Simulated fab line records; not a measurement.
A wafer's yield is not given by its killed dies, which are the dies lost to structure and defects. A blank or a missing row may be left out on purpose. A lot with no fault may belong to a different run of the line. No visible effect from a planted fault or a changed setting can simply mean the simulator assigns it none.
fab line records ; flow nandHarc
record lots=13; wafers=37; lastDay=24
route steps=1159 shown A_SLIT@796 A_SIN_REMOVE@808 A_WL_FILL@823 END@1159
lots that met no fault: taken from a fault-free run of the same line
startH: hours from the record's first day to the start of the lot's first wafer shown ; waitH: time in hours since the lot's previous step ; " same as the row above ; L1.1+2: several wafers, shown together as one row ; - either no value or no given start ; * or withheld: withheld ; < > ~ a bound
route shown NAME@n: a module of which the file shows steps, and the number in the route of the first ; usual: mean/standard deviation of fault-free wafers ; same: alike in all rows ; chamber/n: place in a boat ; sites: readings site by site ; _std_site: standard deviation of those values ; _edge_site: mean of outer sites minus mean of inner sites ; radiusMm: how far each site lies from the wafer's centre ; mask NAME#n: copy n ; behind: the tool/chamber that last shaped the wafer ; hold: why the lot went on hold/how many hours it stayed there/how the hold came to an end ; device: names the non-switching transistor (n, p or np) ; end of line: tests of these same wafers at the route's end ; for a step that has no rows: nothing shown but its recipe ; killed: dies that structure and defects cost at the first sort, which is not the same as the wafer's yield ; map: the dies of a wafer, with x for killed, . for not killed, _ for no die there
set.NAME: the setting as run; set.NAME@STEP: as run at that earlier step ; model.NAME: the simulator's own value behind a step, which no gauge read
route steps across a sampled set of lots; one table per step, one row per wafer
services: a tool's chamber out of use, with start hour (startH, from the record's first day; less than 0 if before it), hours out, and reason
## steps
# step NHARC_A_SLIT_ETCH_17
# recipe biasV=900; sourceW=withheld; pressureMtorr=20; arFlowSccm=375; c4f8FlowSccm=83.3; o2FlowSccm=41.7; timeS=1687.5; targetDepthA=1.01e+05; chemistry=C4F8/O2/Ar
# usual chamberPressureMTorr=19.999/0.019; drypumpMotorCurrentA=5.6/0.54; showerheadPlenumPTorr=3.68/0.062; throttleValvePct=32.045/0.0088
lot.wafer;tool;chamber;startH;waitH;chamberPressureMTorr;drypumpMotorCurrentA;rfHoursCounterH;showerheadPlenumPTorr;throttleValvePct
L149.1;harEtch-01;0;323.66;-;20.006;5.2;0;3.66;32.039
L149.3;harEtch-01;1;323.66;-;19.992;5.7;-;3.79;32.049
L149.6;harEtch-01;0;323.66;-;19.978;5.1;-;3.66;32.059
L150.3;harEtch-02;0;337.64;-;20.004;5.0;-;3.70;32.044
L150.6;harEtch-02;1;337.64;-;19.980;6.4;-;3.62;32.051
L150.5;harEtch-02;0;337.64;-;20.015;5.0;-;3.70;32.048
L153.1;harEtch-02;1;338.83;-;20.015;6.4;177;3.62;32.051
L153.4;harEtch-02;1;338.83;-;20.014;6.4;-;3.62;32.047
L153.6;harEtch-02;0;338.83;-;20.001;5.0;-;3.70;32.041
L154.1;harEtch-01;0;340.03;-;20.002;5.2;11;3.66;32.055
L154.4;harEtch-01;1;340.03;-;19.995;5.6;-;3.78;32.058
L154.6;harEtch-01;1;340.03;-;20.005;5.7;-;3.78;32.040
L151.2;harEtch-02;1;340.26;-;20.013;6.4;179;3.62;32.042
L151.4;harEtch-02;0;340.26;-;20.014;5.0;-;3.70;32.031
L151.5;harEtch-02;0;340.26;-;20.010;5.0;-;3.70;32.061
L156.2;harEtch-02;0;369.67;-;20.005;5.0;190;3.70;32.032
L156.3;harEtch-02;0;369.67;-;20.007;5.0;-;3.70;32.046
L156.4;harEtch-02;1;369.67;-;20.008;6.4;-;3.61;32.047
L159.1;harEtch-02;1;379.87;-;19.987;6.4;195;3.61;32.035
L159.6;harEtch-02;1;380.87;-;19.992;6.4;-;3.61;32.039
L159.5;harEtch-02;0;380.87;-;20.018;5.0;-;3.69;32.042
L160.2;harEtch-01;1;381.25;-;19.999;5.7;30;3.77;32.052
L160.4;harEtch-01;0;381.25;-;19.993;5.2;-;3.65;32.052
L160.6;harEtch-01;0;381.25;-;19.974;5.2;-;3.65;32.050
L158.1;harEtch-02;1;381.55;-;20.007;6.4;197;3.61;32.052
L158.6;harEtch-02;1;381.55;-;19.986;6.4;-;3.61;32.047
L158.5;harEtch-02;0;381.55;-;20.009;5.0;-;3.69;32.051
L167.3;harEtch-01;1;421.26;-;19.988;5.7;-;3.76;32.045
L167.4;harEtch-01;0;421.26;-;19.973;5.2;-;3.64;32.044
L166.4;harEtch-02;0;424.60;-;19.997;5.0;-;3.68;32.038
L166.3;harEtch-02;1;424.60;-;19.995;6.4;-;3.60;32.048
L170.2;harEtch-01;0;431.68;-;20.029;5.2;53;3.63;32.042
L170.5;harEtch-01;0;432.68;-;20.002;5.2;-;3.63;32.035
L170.6;harEtch-01;1;432.68;-;20.024;5.7;-;3.76;32.025
L172.1;harEtch-01;1;464.47;-;19.996;5.7;68;3.75;32.039
L172.6;harEtch-01;1;465.47;-;19.990;5.6;-;3.75;32.054
L172.5;harEtch-01;0;465.47;-;20.015;5.2;-;3.63;32.057
# step NHARC_A_SIN_REMOVE_INSPECT_04
# usual rawDefectCount=292/78
lot.wafer;tool;chamber;startH;waitH;rawDefectCount
L149.1;defectInspect-02;-;333.97;0.0;268
L149.3;defectInspect-02;-;333.97;0.0;274
L149.6;defectInspect-02;-;333.97;0.0;239
L153.1;defectInspect-02;-;347.32;0.0;255
L153.4;defectInspect-02;-;347.32;0.0;486
L153.6;defectInspect-02;-;347.32;0.0;280
L150.3;defectInspect-01;-;347.32;0.0;172
L150.5;defectInspect-01;-;347.32;0.0;168
L150.6;defectInspect-01;-;347.32;0.0;227
L151.2;defectInspect-01;-;350.08;0.0;296
L151.4;defectInspect-01;-;350.08;0.0;249
L151.5;defectInspect-01;-;350.08;0.0;287
L154.1;defectInspect-02;-;350.11;0.1;255
L154.4;defectInspect-02;-;350.11;0.1;202
L154.6;defectInspect-02;-;350.11;0.1;201
L156.2;defectInspect-01;-;379.96;0.0;334
L156.3;defectInspect-01;-;379.96;0.0;319
L156.4;defectInspect-01;-;379.96;0.0;339
L160.2;defectInspect-01;-;390.69;0.0;176
L160.4;defectInspect-01;-;390.69;0.0;208
L160.6;defectInspect-01;-;390.69;0.0;330
L159.1;defectInspect-02;-;390.69;0.0;226
L159.5;defectInspect-02;-;390.69;0.0;243
L159.6;defectInspect-02;-;390.69;0.0;262
L158.1;defectInspect-01;-;390.71;0.0;214
L158.5;defectInspect-01;-;390.71;0.0;337
L158.6;defectInspect-01;-;390.71;0.0;352
L167.3;defectInspect-02;-;429.10;0.0;302
L167.4;defectInspect-02;-;429.10;0.0;206
L166.3;defectInspect-02;-;434.53;0.0;313
L166.4;defectInspect-02;-;434.53;0.0;330
L170.2;defectInspect-01;-;440.28;0.0;253
L170.5;defectInspect-01;-;440.28;0.0;201
L170.6;defectInspect-01;-;440.28;0.0;233
L172.1;defectInspect-02;-;474.79;0.0;429
L172.5;defectInspect-02;-;474.79;0.0;299
L172.6;defectInspect-02;-;474.79;0.0;433
# step NHARC_A_WL_FILL_ETCHBACK_16
# recipe targetDepthA=880; timeS=17.6; c4f8FlowSccm=withheld; o2FlowSccm=8; arFlowSccm=withheld; rfW=600; biasW=800; chemistry=C4F8/O2/Ar
# usual chamberPressureMTorr=24.999/0.022; oesProductAu=0.994/0.024; rfVppV=723/4; runLengthS=38.9/0.43
lot.wafer;tool;chamber;startH;waitH;chamberPressureMTorr;oesProductAu;rfHoursCounterH;rfVppV;runLengthS
L149.1;rieDiel-04;1;351.61;-;24.988;0.978;2.0;724;39.3
L149.3;rieDiel-04;3;351.61;-;24.994;0.996;2.1;731;38.5
L149.6;rieDiel-04;1;351.61;-;24.980;0.975;-;724;38.9
L153.1;rieDiel-04;0;363.15;-;24.985;0.992;2.3;717;38.4
L153.4;rieDiel-04;1;363.15;-;24.990;0.981;2.3;724;38.7
L153.6;rieDiel-04;3;363.15;-;24.949;0.995;-;730;39.0
L150.3;rieDiel-03;2;363.18;-;25.000;0.993;3.7;730;38.8
L150.6;rieDiel-03;3;363.18;-;24.999;0.998;-;724;39.4
L150.5;rieDiel-03;1;363.18;-;25.052;0.999;-;722;39.4
L151.2;rieDiel-03;0;368.66;-;24.981;0.995;3.7;725;39.3
L151.4;rieDiel-03;3;368.66;-;25.004;0.993;3.8;725;39.6
L151.5;rieDiel-03;0;368.66;-;25.018;0.991;-;723;39.3
L154.1;rieDiel-04;1;371.72;-;24.993;0.911;2.4;725;38.7
L154.4;rieDiel-04;3;371.72;-;25.023;0.935;2.7;730;38.4
L154.6;rieDiel-04;0;371.72;-;25.004;0.926;-;717;39.0
L156.3;rieDiel-12;3;398.87;-;25.014;0.999;0.7;723;38.6
L156.4;rieDiel-12;1;398.87;-;25.004;1.006;0.8;721;39.2
L156.2;rieDiel-12;2;398.87;-;24.970;1.001;0.5;722;38.6
L160.4;rieDiel-04;3;407.49;-;25.014;0.994;4.0;729;38.3
L160.2;rieDiel-04;1;407.49;-;24.997;0.982;3.6;725;38.9
L160.6;rieDiel-04;2;407.49;-;24.972;1.010;-;718;39.6
L159.1;rieDiel-12;1;410.65;-;25.003;1.005;1.2;722;39.2
L159.6;rieDiel-12;0;410.65;-;25.009;1.007;-;726;38.2
L159.5;rieDiel-12;1;410.65;-;25.021;1.010;-;721;39.2
L158.1;rieDiel-03;1;411.28;-;25.023;0.992;0.2;723;39.2
L158.6;rieDiel-03;0;411.28;-;24.995;1.001;-;725;39.4
L158.5;rieDiel-03;1;411.28;-;25.020;0.998;-;723;39.5
L167.4;rieDiel-12;1;444.74;-;25.055;1.020;4.0;721;29.4
L167.3;rieDiel-12;2;444.74;-;24.995;0.989;4.0;723;39.0
L166.3;rieDiel-12;1;454.88;-;25.006;1.006;4.2;721;39.3
L166.4;rieDiel-12;2;454.88;-;24.983;0.999;4.1;722;28.2
L170.2;rieDiel-12;2;455.24;-;25.004;1.005;4.1;722;28.5
L170.5;rieDiel-12;0;455.24;-;24.993;1.012;-;728;38.3
L170.6;rieDiel-12;1;455.24;-;24.980;1.006;-;721;39.8
L172.1;rieDiel-04;2;491.73;-;25.017;0.993;0.7;717;39.2
L172.6;rieDiel-04;1;491.73;-;25.016;0.988;-;727;38.7
L172.5;rieDiel-04;2;491.73;-;24.998;0.996;-;717;39.1
# step NHARC_A_WL_FILL_ALD_19
# recipe targetThkA=20; pulseTimeS=3; aldCycles=100; tempC=450; material=TiN
# usual heaterPowerW=1085/100; precursorPulseHeightRel=1.000/0.02
lot.wafer;tool;chamber;startH;waitH;heaterPowerW;precursorPulseHeightRel
L149.3;aldMetal-04;1;356.99;0.1;1076;1.022
L149.1;aldMetal-04;2;356.99;0.1;1055;0.994
L149.6;aldMetal-04;2;356.99;0.1;1021;0.966
L153.1;aldMetal-04;3;368.97;0.1;1240;0.981
L153.4;aldMetal-04;0;368.97;0.1;1103;0.973
L153.6;aldMetal-04;2;368.97;0.1;1059;1.006
L150.3;aldMetal-01;3;369.02;0.2;1063;0.973
L150.5;aldMetal-01;0;369.02;0.2;1069;0.972
L150.6;aldMetal-01;1;369.02;0.2;1222;0.999
L151.4;aldMetal-04;2;374.50;0.1;1011;0.992
L151.2;aldMetal-04;0;374.50;0.1;1083;1.010
L151.5;aldMetal-04;3;374.50;0.1;1206;1.000
L154.4;aldMetal-04;3;377.20;0.1;1214;1.016
L154.1;aldMetal-04;2;377.20;0.1;1040;0.959
L154.6;aldMetal-04;0;377.20;0.1;1093;0.969
L156.3;aldMetal-01;3;404.39;0.1;1045;1.033
L156.4;aldMetal-01;0;404.39;0.1;1061;1.003
L156.2;aldMetal-01;1;404.39;0.1;1225;1.000
L160.2;aldMetal-02;2;413.46;0.1;1252;1.005
L160.4;aldMetal-02;0;413.46;0.1;858;1.000
L160.6;aldMetal-02;2;413.46;0.1;1259;1.009
L158.1;aldMetal-04;3;416.44;0.1;1164;1.049
L158.6;aldMetal-04;2;416.44;0.1;1047;1.013
L158.5;aldMetal-04;3;416.44;0.1;1163;0.995
L159.1;aldMetal-02;2;416.44;0.1;1242;1.031
L159.5;aldMetal-02;0;416.44;0.1;872;1.004
L159.6;aldMetal-02;3;416.44;0.1;1183;1.039
L167.4;aldMetal-02;2;450.58;0.1;1252;1.006
L167.3;aldMetal-02;1;450.58;0.1;1047;1.000
L166.4;aldMetal-02;2;460.55;0.1;1216;1.004
L166.3;aldMetal-02;0;460.55;0.1;911;1.023
L170.2;aldMetal-04;1;460.57;0.1;1051;0.989
L170.5;aldMetal-04;3;460.57;0.1;1174;1.005
L170.6;aldMetal-04;0;460.57;0.1;1077;1.014
L172.1;aldMetal-01;2;495.77;0.1;1005;1.013
L172.5;aldMetal-01;1;495.77;0.1;1165;0.983
L172.6;aldMetal-01;2;495.77;0.1;988;1.005
# step NHARC_END_SORT_01
# recipe tempC=25
# usual killedAtArray=29/11; killedAtOther=0.7/1.1; killedAtPeriphery=3.1/2; killedDies=33/11; killedOpen=3.5/1.8; killedShort=2.0/1.4
# same grossDies=677
lot.wafer;tool;chamber;startH;waitH;killedAtArray;killedAtOther;killedAtPeriphery;killedDies;killedOpen;killedShort
L170.2;prober-02;0;554.59;2.8;673;2;2;677;4;2
L170.5;prober-02;0;556.96;3.7;18;0;4;22;4;0
L170.6;prober-02;0;557.74;3.9;29;1;4;34;4;2
L166.3;prober-01;0;556.05;3.1;49;0;5;54;2;2
L166.4;prober-01;0;556.85;3.4;676;0;1;677;3;2
L167.3;prober-02;0;563.13;3.1;12;2;4;18;7;0
L167.4;prober-02;0;563.93;3.4;677;0;0;677;1;1
# killed by level:class
L170.2 A_WL_FILL:areaEtchback=652 A_CHANNEL_HOLE_D1:chamberFilmFlake=6 A_CONTACT:chamberFilmFlake=6 A_STAIRCASE:chamberFilmFlake=4 A_CHANNEL_FILL_D1:geometricParticle:short=2 THIN_TSV:chamberFilmFlake=2 P_CONTACT:geometricParticle:open=1 A_CHANNEL_FILL_D1:geometricParticle:open=1
L166.3 A_CHANNEL_HOLE_D1:chamberFilmFlake=22 A_SLIT:chamberFilmFlake=15 A_STAIRCASE:chamberFilmFlake=5 A_CONTACT:chamberFilmFlake=5 P_GATE:chamberFilmFlake=3 P_M0:geometricParticle:short=1 P_BONDPAD:geometricParticle:open=1 A_CHANNEL_FILL_D1:geometricParticle:short=1
L166.4 A_WL_FILL:areaEtchback=622 A_CHANNEL_HOLE_D1:chamberFilmFlake=25 A_SLIT:chamberFilmFlake=13 A_CONTACT:chamberFilmFlake=6 A_M0:geometricParticle:short=2 A_STAIRCASE:chamberFilmFlake=2 A_WL_FILL:chamberFilmFlake=2 A_ONON_D1:geometricParticle:open=1
L170.5 A_STAIRCASE:chamberFilmFlake=9 A_CHANNEL_HOLE_D1:chamberFilmFlake=4 P_GATE:chamberFilmFlake=2 A_CONTACT:chamberFilmFlake=2 P_M0:geometricParticle:open=1 A_BLC:geometricParticle:open=1 A_M0:geometricParticle:open=1 A_BONDPAD:geometricParticle:open=1
L170.6 A_CHANNEL_HOLE_D1:chamberFilmFlake=9 A_STAIRCASE:chamberFilmFlake=7 A_CONTACT:chamberFilmFlake=4 A_CHANNEL_FILL_D1:geometricParticle:open=2 A_CHANNEL_FILL_D1:chamberFilmFlake=2 THIN_TSV:chamberFilmFlake=1 P_M1:geometricParticle:open=1 A_SOURCE_PLATE:geometricParticle:short=1
L167.3 A_STAIRCASE:chamberFilmFlake=5 A_CHANNEL_HOLE_D1:chamberFilmFlake=3 THIN_TSV:chamberFilmFlake=2 P_CONTACT:geometricParticle:open=1 P_M1:geometricParticle:open=1 P_BONDPAD:geometricParticle:open=1 A_ONON_D1:geometricParticle:open=1 A_CHANNEL_FILL_D1:geometricParticle:open=1
L167.4 A_WL_FILL:areaEtchback=669 A_CHANNEL_HOLE_D1:chamberFilmFlake=3 A_STAIRCASE:chamberFilmFlake=3 A_CHANNEL_FILL_D1:geometricParticle:open=1 A_CONTACT:geometricParticle:short=1
## services
tool;chamber;startH;hours;kind
harEtch-01;-;306.66;17.0;pm
rieDiel-04;-;319.18;1.7;repair
rieDiel-12;0;349.08;4.0;repair
aldMetal-01;2;353.76;3.0;repair
rieDiel-03;0;359.27;4.0;repair
aldMetal-02;-;364.00;10.0;pm
aldMetal-01;3;371.13;13.7;repair
rieDiel-12;-;379.40;9.0;pm
aldMetal-02;-;382.65;0.7;repair
rieDiel-03;3;388.05;6.0;repair
aldMetal-02;1;388.33;58.0;repair
rieDiel-12;2;389.20;6.1;repair
rieDiel-03;-;392.30;9.0;pm
aldMetal-04;-;406.00;10.0;pm
aldMetal-04;0;406.00;10.0;ventCycle
rieDiel-12;0;425.18;3.9;repair
aldMetal-01;0;435.70;4.7;repair
rieDiel-12;2;446.16;5.8;repair
rieDiel-04;1;452.88;3.2;repair
aldMetal-01;-;457.58;0.9;repair
rieDiel-03;2;462.23;4.5;repair
rieDiel-04;-;465.90;9.0;pm
rieDiel-04;3;478.02;9.2;repair
aldMetal-02;1;488.84;20.7;repair
## key
firstSign step=NHARC_A_WL_FILL_ETCHBACK_16; reading=runLengthS; direction=down; sigmas=24; usual=*; struck=*
effect step=NHARC_END_SORT_01; reading=killedDies; direction=up; sigmas=61; usual=33; struck=677
moreKillsBornAt NHARC_A_WL_FILL_ETCHBACK_16@rieDiel-12=1943
metAt NHARC_A_WL_FILL_ETCHBACK_16
struckLots L166,L167,L170
struckWafers L166.4,L167.4,L170.2
laterRowsLeftOut L166.4,L167.4,L170.2
testerLeftOut L166,L167,L170
notActingAt NHARC_A_SLIT_ETCH_17,NHARC_A_SIN_REMOVE_INSPECT_04,NHARC_A_WL_FILL_ALD_19
onsetBetween 410.65 444.74
fault kind=processParameterDrift; tool=rieDiel-12; chamber=-; onsetH=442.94; steps=NHARC_A_WL_FILL_ETCHBACK_16; channel=timeS; offset=*; shape=step; endH=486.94; scope=struckWafersOnly; actsIn=*; stated=*
# testerLeftOut: of these lots the tester's yield and bins aren't shown, on N5 and GAA mostly nor the transistor test; their killed dies are dies lost to structure and defects alone, not to doping, threshold or leakage, so they don't give the yield
# laterRowsLeftOut: the simulator's readings of these wafers behind a module that went badly wrong aren't trusted and aren't shown, but for the sort
